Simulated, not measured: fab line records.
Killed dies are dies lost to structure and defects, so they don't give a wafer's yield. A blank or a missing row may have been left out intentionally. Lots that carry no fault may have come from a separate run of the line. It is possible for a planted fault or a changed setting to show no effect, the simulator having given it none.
Lot-split experiment	flow n5 finfet	on a route of 1938 steps: 7 lots, 21 wafers read

THE SPLIT
At N5_FIN_CUT_COAT_29 (time 60 s, resist thk 10 nm), the setting spin rpm was moved away from the recipe's 1500 rpm on 8 of the 21 wafers read, by -10.6% to +10.3%. All remaining wafers had this setting at the recipe value.

FROM THE SPLIT TO THE READING: what the file shows between them, 4 steps
- N5_FIN_CUT_COAT_02: resist thk 30 nm
- N5_FIN_CUT_EBR_04
- N5_FIN_CUT_DESCUM_13: chemistry O2, time 7 s
- N5_FIN_CUT_ETCH_30: etches underlayer in N2/H2, target depth 13 nm, time 10.4 s

THE READING
underlayer_of_FIN_CUT_COAT_29.thk nm (the simulator's own value, which no gauge read), in nm, at N5_FIN_CUT_ETCH_20 (etches SiARC in CF4, target depth 26 nm, time 43.3 s). There is no usual value for it anywhere in the file. Here, 13 wafers ran the recipe; their average is 9.3 nm with a standard deviation of 0.097 nm.

wafer	tool, chamber at the split	spin rpm as run, rpm	against the recipe	underlayer_of_FIN_CUT_COAT_29.thk nm, nm	against lot-mates on the recipe
L075.1	litho track-03, 0	1500	recipe	9.2	-
L075.6	litho track-03, 0	1500	recipe	9.2	-
L075.5	litho track-03, 0	1341	-10.6%	9.8	+0.6
L080.1	litho track-03, 0	1500	recipe	9.4	-
L080.3	litho track-03, 0	1646	+9.7%	9	-0.4
L080.4	litho track-03, 0	1646	+9.7%	9	-0.4
L081.1	litho track-03, 0	1407	-6.2%	9.6	+0.2
L081.5	litho track-03, 0	1500	recipe	9.4	-
L081.6	litho track-03, 0	1500	recipe	9.4	-
L083.2	litho track-02, 0	1500	recipe	9.2	-
L083.5	litho track-02, 0	1500	recipe	9.2	-
L083.3	litho track-02, 0	1655	+10.3%	8.8	-0.4
L085.1	litho track-02, 0	1356	-9.6%	9.8	+0.6
L085.6	litho track-02, 0	1356	-9.6%	9.8	+0.6
L085.3	litho track-02, 0	1500	recipe	9.2	-
L088.1	litho track-03, 0	1500	recipe	9.4	-
L088.2	litho track-03, 0	1500	recipe	9.4	-
L088.3	litho track-03, 0	1500	recipe	9.2	-
L097.1	litho track-03, 0	1609	+7.3%	9	-0.2
L097.5	litho track-03, 0	1500	recipe	9.2	-
L097.6	litho track-03, 0	1500	recipe	9.2	-

THE FIT
A straight line over all 21 wafers: underlayer_of_FIN_CUT_COAT_29.thk nm changes by -0.0438 nm for each +1% of spin rpm; r = -0.94; the points scatter about the line by 0.097 nm.
The same after taking each lot's own level away (the mean of its wafers on the recipe; 21 wafers): -0.0475 nm for each +1%; r = -0.97; scatter 0.074 nm.
That fit puts the effect of the largest move of spin rpm on the reading at 0.5 nm.
The lots' own levels span 9.20 to 9.40 nm, that is 2.1 times the standard deviation above.
Consequently the slope shifts little with the lot-to-lot level, the two slopes agreeing.
Check: for one of the wafers moved furthest among these (-10.6%), held out of the fit, the line's prediction against its lot-mates is +0.517 nm. Against them it came out at +0.6 nm.

THE OTHER SPLITS THESE WAFERS WENT THROUGH
Other splits were also applied to these wafers ahead of the reading. Each is held against what the fit with the lots' levels taken away leaves over:
other split on the same wafers	wafers away from the commonest value	r with underlayer_of_FIN_CUT_COAT_29.thk nm (lot level and that fit taken away)
N5_WELL_APT_COAT_02 spin rpm	3	-0.01
N5_WELL_APT_EXPOSE_22 dose mj	7	-0.03
N5_WELL_APT_PEB_23 peb time s	9	+0.10

THE WHOLE CHAIN: every reading that the file lists as answering this split, in the file's order
step	what it does	reading	change (the file's fit)	r (the file's)
N5_FIN_CUT_COAT_29	time 60 s, resist thk 10 nm	underlayer_of_FIN_CUT_COAT_29.thk nm (the simulator's own value, which no gauge read)	-0.0555 nm for each +1% of the setting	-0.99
N5_FIN_CUT_ETCH_30	etches underlayer in N2/H2, target depth 13 nm, time 10.4 s	CAR-EUV_of_FIN_CUT_COAT_02.thk nm (the simulator's own value, which no gauge read)	+0.0678 nm for each +1% of the setting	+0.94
N5_FIN_CUT_ETCH_30	etches underlayer in N2/H2, target depth 13 nm, time 10.4 s	etch.depth nm (the simulator's own value, which no gauge read)	-0.0496 nm for each +1% of the setting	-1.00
N5_FIN_CUT_ETCH_20	etches SiARC in CF4, target depth 26 nm, time 43.3 s	underlayer_of_FIN_CUT_COAT_29.thk nm (the simulator's own value, which no gauge read)	-0.0459 nm for each +1% of the setting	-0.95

FILE'S OWN FIT
underlayer_of_FIN_CUT_COAT_29.thk nm changes by -0.0459 nm for each +1% of spin rpm, r = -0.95.
